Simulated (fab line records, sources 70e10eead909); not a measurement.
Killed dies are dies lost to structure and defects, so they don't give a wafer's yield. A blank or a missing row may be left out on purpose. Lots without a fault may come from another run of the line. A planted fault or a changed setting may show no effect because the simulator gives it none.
Which tool did it? | flow nand_harc | 11 lots, 33 wafers sampled, at 7 steps of a route of 1159

WHAT THE GAUGES READ, wafer by wafer
NHARC_P_STI_CD_MEAS_09: target cd 200 nm. Usual: cd_nm 200.6 nm, standard deviation 2.5.
lot  | measured    | on        | cd_nm (nm)        | flag
L721 | day 3 07:46 | cd_sem-03 | 201.7 204.3 203.5 |
L722 | day 3 16:56 | cd_sem-02 | 201.2 200.7 203.7 |
L723 | day 3 22:46 | cd_sem-02 | 198.9 200.9 203.2 |
L725 | day 4 07:49 | cd_sem-03 | 195.7 196.0 198.9 |
L726 | day 4 17:02 | cd_sem-03 | 202.7 201.6 203.2 |
L729 | day 5 14:02 | cd_sem-02 | 198.6 198.5 197.1 |
L731 | day 5 23:01 | cd_sem-01 | 198.3 200.5 201.2 |
L732 | day 6 05:10 | cd_sem-01 | 196.0 200.1 196.6 |
L736 | day 7 04:53 | cd_sem-01 | 204.9 201.8 204.7 |
L737 | day 7 13:02 | cd_sem-03 | 202.4 202.6 202.7 |
L740 | day 8 04:58 | cd_sem-02 | 202.3 202.8 204.3 |

NHARC_P_STI_OCD_MEAS_17. Usual: trench_depth_nm 301 nm, standard deviation 4; trench_foot_cd_nm 158.5 nm, standard deviation 2.5.
lot  | measured    | on     | trench_depth_nm (nm) | trench_foot_cd_nm (nm) | flag
L721 | day 3 08:44 | ocd-01 | 295 306 293          | 160.2 161.6 162.7      |
L722 | day 3 17:43 | ocd-02 | 305 296 309          | 158.1 159.3 160.7      |
L723 | day 3 23:33 | ocd-02 | 294 298 294          | 157.6 159.6 162.0      |
L725 | day 4 08:38 | ocd-02 | 306 298 304          | 152.8 154.3 156.5      |
L726 | day 4 17:50 | ocd-02 | 304 298 301          | 159.8 159.8 161.0      |
L729 | day 5 14:49 | ocd-01 | 0 0 0                | - - -                  | OFF
L731 | day 5 23:48 | ocd-02 | 0 0 0                | - - -                  | OFF
L732 | day 6 05:56 | ocd-02 | 0 1 0                | - - -                  | OFF
L736 | day 7 05:40 | ocd-02 | 308 309 300          | 161.2 158.8 163.0      |
L737 | day 7 13:51 | ocd-02 | 310 300 301          | 159.1 161.2 159.8      |
L740 | day 8 05:45 | ocd-01 | 299 305 299          | 159.8 160.0 162.3      |

NHARC_P_STI_OCD_MEAS_43. Usual: trench_depth_nm 301 nm, standard deviation 4.1; trench_foot_cd_nm 158.5 nm, standard deviation 2.5.
lot  | measured    | on     | trench_depth_nm (nm) | trench_foot_cd_nm (nm) | flag
L721 | day 3 09:14 | ocd-01 | 294 306 293          | 160.1 162.0 162.2      |
L722 | day 3 18:13 | ocd-01 | 307 295 309          | 158.3 159.3 160.6      |
L723 | day 4 00:04 | ocd-01 | 293 298 295          | 158.1 159.8 161.7      |
L725 | day 4 09:09 | ocd-02 | 306 297 304          | 152.7 154.3 156.5      |
L726 | day 4 18:20 | ocd-01 | 304 297 301          | 160.5 159.7 160.7      |
L729 | day 5 15:19 | ocd-01 | 0 0 0                | - - -                  | OFF
L731 | day 6 00:19 | ocd-01 | 0 0 0                | - - -                  | OFF
L732 | day 6 06:27 | ocd-01 | 0 0 0                | - - -                  | OFF
L736 | day 7 06:10 | ocd-01 | 308 309 301          | 161.2 158.4 163.1      |
L737 | day 7 14:22 | ocd-01 | 310 300 302          | 158.7 161.0 160.3      |
L740 | day 8 06:16 | ocd-02 | 299 304 299          | 159.9 160.5 162.4      |

NHARC_END_SORT_01. Usual: killed_at_array 29, standard deviation 11; killed_at_other 0.5, standard deviation 0.85; killed_at_periphery 3.0, standard deviation 2.3; killed_dies 33, standard deviation 12; killed_open 3.3, standard deviation 1.9; killed_short 2.0, standard deviation 1.5.
lot  | measured     | on        | killed_at_array | killed_at_other | killed_at_periphery | killed_dies | killed_open | killed_short | flag
L722 | day 26 02:08 | prober-02 | 21 16 27        | 0 0 2           | 6 2 7               | 27 18 36    | 3 2 9       | 6 0 3        |
L725 | day 25 15:51 | prober-02 | 25 19 10        | 0 0 0           | 1 1 1               | 26 20 11    | 4 1 4       | 5 0 1        |
L729 | day 28 06:14 | prober-02 | 42 47 49        | 0 0 0           | 635 630 628         | 677 677 677 | 7 10 2      | 4 0 1        | OFF
L731 | day 26 18:39 | prober-01 | 36 39 43        | 0 1 0           | 641 637 634         | 677 677 677 | 3 2 3       | 4 1 1        | OFF
L732 | day 27 03:19 | prober-01 | 39 43 26        | 0 0 0           | 638 634 651         | 677 677 677 | 6 3 3       | 0 3 2        | OFF
L736 | day 27 06:56 | prober-02 | 43 29 44        | 1 0 1           | 0 3 2               | 44 32 47    | 2 2 1       | 1 4 5        |
L740 | day 28 14:04 | prober-02 | 15 18 16        | 0 0 0           | 0 3 2               | 15 21 18    | 2 6 2       | 0 3 3        |

WHICH TOOL RAN EACH LOT (tool, then ch and the chambers of the sampled wafers, then the start)
lot  | NHARC_P_ZERO_WELL_DESCUM_54       | NHARC_P_STI_DESCUM_14             | NHARC_P_STI_ETCH_15
L721 | rie_diel-10 ch 1,2,3, day 2 17:55 | rie_diel-02 ch 0,2,3, day 3 08:13 | rie_si-03 ch 2,3, day 3 08:29
L722 | rie_diel-03 ch 1,2, day 2 23:54   | rie_diel-13 ch 0,2,3, day 3 17:12 | rie_si-03 ch 0,1,3, day 3 17:29
L723 | rie_diel-10 ch 1,2, day 3 05:56   | rie_diel-02 ch 0,1,2, day 3 23:02 | rie_si-05 ch 2,3, day 3 23:18
L725 | rie_diel-03 ch 0,2, day 3 17:38   | rie_diel-13 ch 1,3, day 4 08:05   | rie_si-06 ch 0,1,3, day 4 08:25
L726 | rie_diel-09 ch 0,1, day 4 00:02   | rie_diel-02 ch 0,3, day 4 17:17   | rie_si-06 ch 1,2,3, day 4 17:37
L729 | rie_diel-03 ch 2,3, day 4 17:54   | rie_diel-07 ch 0,2, day 5 14:17   | rie_si-05 ch 0,3, day 5 14:34
L731 | rie_diel-09 ch 0,1,2, day 5 05:32 | rie_diel-13 ch 0,1,3, day 5 23:17 | rie_si-06 ch 0,1,3, day 5 23:33
L732 | rie_diel-09 ch 0,1,3, day 5 11:57 | rie_diel-13 ch 0,1, day 6 05:25   | rie_si-05 ch 2,3, day 6 05:41
L736 | rie_diel-09 ch 1,2, day 6 11:42   | rie_diel-07 ch 0,1, day 7 05:08   | rie_si-03 ch 0,1,3, day 7 05:26
L737 | rie_diel-09 ch 1,2, day 6 17:47   | rie_diel-13 ch 1,2, day 7 13:17   | rie_si-06 ch 1,2,3, day 7 13:37
L740 | rie_diel-03 ch 0,1,2, day 7 11:59 | rie_diel-02 ch 1,2,3, day 8 05:14 | rie_si-06 ch 0,2,3, day 8 05:32
- NHARC_P_ZERO_WELL_DESCUM_54: chemistry O2, time 3 s.
- NHARC_P_STI_DESCUM_14: chemistry O2, time 3 s.
- NHARC_P_STI_ETCH_15: etches the open film in HBr/Cl2, target depth 300 nm, time 100.1 s.

WHAT THE TOOLS THEMSELVES READ (means of the sampled wafers that have a number; where no wafer has one, the mark that the record gives instead)
NHARC_P_ZERO_WELL_DESCUM_54. Usual: drypump_motor_current_A 5.6 A, standard deviation 0.64; oes_product_au 0.997 a.u., standard deviation 0.012; rf_vpp_V 57.8 V, standard deviation 0.95; showerhead_plenum_p_Torr 1.93 Torr, standard deviation 0.084; throttle_valve_pct 11.310 %, standard deviation 0.0099.
lot  | tool        | drypump_motor_current_A (A) | oes_product_au (a.u.) | rf_vpp_V (V) | showerhead_plenum_p_Torr (Torr) | throttle_valve_pct (%) | flag
L721 | rie_diel-10 | 5.3                         | 0.987                 | 57.7         | 1.94                            | 11.310                 |
L722 | rie_diel-03 | 6.4                         | 0.988                 | 57.5         | 1.91                            | 11.306                 |
L723 | rie_diel-10 | 5.4                         | 0.993                 | 57.8         | 2.00                            | 11.312                 |
L725 | rie_diel-03 | 6.1                         | 0.998                 | 58.2         | 2.03                            | 11.314                 |
L726 | rie_diel-09 | 6.2                         | 1.009                 | 58.5         | 1.92                            | 11.315                 |
L729 | rie_diel-03 | 5.6                         | 1.002                 | 56.8         | 1.89                            | 11.310                 |
L731 | rie_diel-09 | 5.9                         | 0.983                 | 58.0         | 1.95                            | 11.318                 |
L732 | rie_diel-09 | 5.8                         | 1.007                 | 58.2         | 1.93                            | 11.313                 |
L736 | rie_diel-09 | 6.0                         | 0.979                 | 58.0         | 2.00                            | 11.317                 |
L737 | rie_diel-09 | 6.0                         | 0.984                 | 58.1         | 2.00                            | 11.310                 |
L740 | rie_diel-03 | 5.9                         | 0.999                 | 57.9         | 1.97                            | 11.304                 |

NHARC_P_STI_DESCUM_14. Usual: drypump_motor_current_A 5.6 A, standard deviation 0.58; oes_product_au 0.999 a.u., standard deviation 0.01; rf_vpp_V 57.9 V, standard deviation 0.92; showerhead_plenum_p_Torr 1.92 Torr, standard deviation 0.11; throttle_valve_pct 11.312 %, standard deviation 0.0093.
lot  | tool        | drypump_motor_current_A (A) | oes_product_au (a.u.) | rf_vpp_V (V) | showerhead_plenum_p_Torr (Torr) | throttle_valve_pct (%) | flag
L721 | rie_diel-02 | 5.2                         | 1.001                 | 57.7         | 1.91                            | 11.315                 |
L722 | rie_diel-13 | 6.1                         | 0.994                 | 57.6         | 1.88                            | 11.315                 |
L723 | rie_diel-02 | 5.5                         | 1.002                 | 58.4         | 1.96                            | 11.301                 |
L725 | rie_diel-13 | 5.5                         | 1.003                 | 58.0         | 1.80                            | 11.303                 |
L726 | rie_diel-02 | 5.5                         | 1.006                 | 59.1         | 1.97                            | 11.299                 |
L729 | rie_diel-07 | 5.1                         | 0.979                 | 58.7         | 2.01                            | 11.310                 |
L731 | rie_diel-13 | 6.0                         | 0.996                 | 58.0         | 1.80                            | 11.321                 |
L732 | rie_diel-13 | 5.5                         | 0.996                 | 57.1         | 1.80                            | 11.316                 |
L736 | rie_diel-07 | 5.2                         | 1.000                 | 57.3         | 1.97                            | 11.320                 |
L737 | rie_diel-13 | 5.5                         | 0.980                 | 57.9         | 1.97                            | 11.312                 |
L740 | rie_diel-02 | 5.4                         | 1.005                 | 57.4         | 1.88                            | 11.322                 |

NHARC_P_STI_ETCH_15. Usual: bias_w 100.0 W, standard deviation 0.31; chamber_pressure_mTorr 14.998 mTorr, standard deviation 0.014; drypump_motor_current_A 5.5 A, standard deviation 0.38; oes_product_au 1.001 a.u., standard deviation 0.0097; throttle_valve_pct 26.405 %, standard deviation 0.0099.
lot  | tool      | bias_w (W) | chamber_pressure_mTorr (mTorr) | drypump_motor_current_A (A) | oes_product_au (a.u.) | throttle_valve_pct (%) | flag
L721 | rie_si-03 | 99.6       | 15.003                         | 5.5                         | 0.997                 | 26.416                 |
L722 | rie_si-03 | 99.9       | 14.985                         | 5.5                         | 1.008                 | 26.402                 |
L723 | rie_si-05 | 100.5      | 14.982                         | 5.3                         | 0.992                 | 26.406                 |
L725 | rie_si-06 | 99.9       | 14.998                         | 5.3                         | 1.004                 | 26.400                 |
L726 | rie_si-06 | 100.0      | 14.997                         | 5.6                         | 1.004                 | 26.405                 |
L729 | rie_si-05 | -          | -                              | -                           | -                     | -                      | OFF
L731 | rie_si-06 | -          | -                              | -                           | -                     | -                      | OFF
L732 | rie_si-05 | -          | -                              | -                           | -                     | -                      | OFF
L736 | rie_si-03 | 99.8       | 14.998                         | 5.5                         | 1.015                 | 26.409                 |
L737 | rie_si-06 | 99.8       | 15.006                         | 5.6                         | 1.004                 | 26.411                 |
L740 | rie_si-06 | 100.1      | 15.001                         | 5.2                         | 0.996                 | 26.402                 |

THE ANSWER, worked out from the rows above alone
Rule: a lot is off if the mean of its wafers that have a number lies more than 3 standard deviations from the usual mean. A lot without any number at a reading at which 4 lots or more have one is off too. The other lots that the step has rows for count as sound. The gauges are gone through in route order, then the tools' own readings, and for those a lot's mean is taken as printed above. The first step at which some lot is off is used, and at that step the reading that is off furthest; a lot without a number counts as furthest.
Off: L729, L731, L732, at NHARC_P_STI_OCD_MEAS_17 (trench_foot_cd_nm). Without a number there: L729, L731, L732.
A tool fits if, at a process step before that reading, it ran every lot that is off, and no sound lot after the first of them. The gauges at NHARC_P_STI_OCD_MEAS_17 aren't tried: what is off there is off at NHARC_END_SORT_01 too, on other tools, and a gauge's error can't cause that. None of those tried fits.

WHAT THE SIMULATOR HAD PUT IN
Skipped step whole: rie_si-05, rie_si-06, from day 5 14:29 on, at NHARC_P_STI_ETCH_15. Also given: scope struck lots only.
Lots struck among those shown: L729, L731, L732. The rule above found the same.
